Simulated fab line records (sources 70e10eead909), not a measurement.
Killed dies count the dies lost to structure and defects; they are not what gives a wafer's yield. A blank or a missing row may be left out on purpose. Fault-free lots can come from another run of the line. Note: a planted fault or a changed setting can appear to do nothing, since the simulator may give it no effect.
Which tool is to blame?    flow nand-harc    18 wafers sampled from 6 lots at 1 step of a route of 1302

## WHAT THE GAUGES READ, wafer by wafer
NHARC_A_M1_CD_MEAS_16.
lot   measured      on         cd-nm (nm)
L325  day 23 20:44  cd-sem-01  120.9 120.2 120.9
L324  day 24 17:46  cd-sem-01  119.7 118.8 119.3
L330  day 26 00:18  cd-sem-01  120.5 120.6 120.7
L331  day 26 23:28  cd-sem-02  119.8 120.2 120.1
L340  day 30 19:58  cd-sem-02  120.0 121.0 119.4
L341  day 31 19:51  cd-sem-03  119.5 120.3 120.0

## WHICH TOOL RAN EACH LOT (tool, then ch and the chambers of the sampled wafers, then the start)
Before these readings, the record contains no process step.

## THE ANSWER, worked out from the rows above alone
Rule: the lots themselves supply what counts as usual. Put in order of their means at a reading, lots are off if they are a third of the lots or fewer, leave a main group of 4 or more, and stand apart from it by a gap of 3 or more times the standard deviation of the main group's means; of several such gaps the widest counts. The tables above print the reading to a certain number of digits; a main group whose means all agree to those digits is not used. A lot without any number at a reading at which 4 lots or more have one is off too. Where the step has rows for the other lots, those lots are counted as sound.
No lot is off at any reading shown: from this, nothing can be told.

## WHAT THE SIMULATOR HAD PUT IN
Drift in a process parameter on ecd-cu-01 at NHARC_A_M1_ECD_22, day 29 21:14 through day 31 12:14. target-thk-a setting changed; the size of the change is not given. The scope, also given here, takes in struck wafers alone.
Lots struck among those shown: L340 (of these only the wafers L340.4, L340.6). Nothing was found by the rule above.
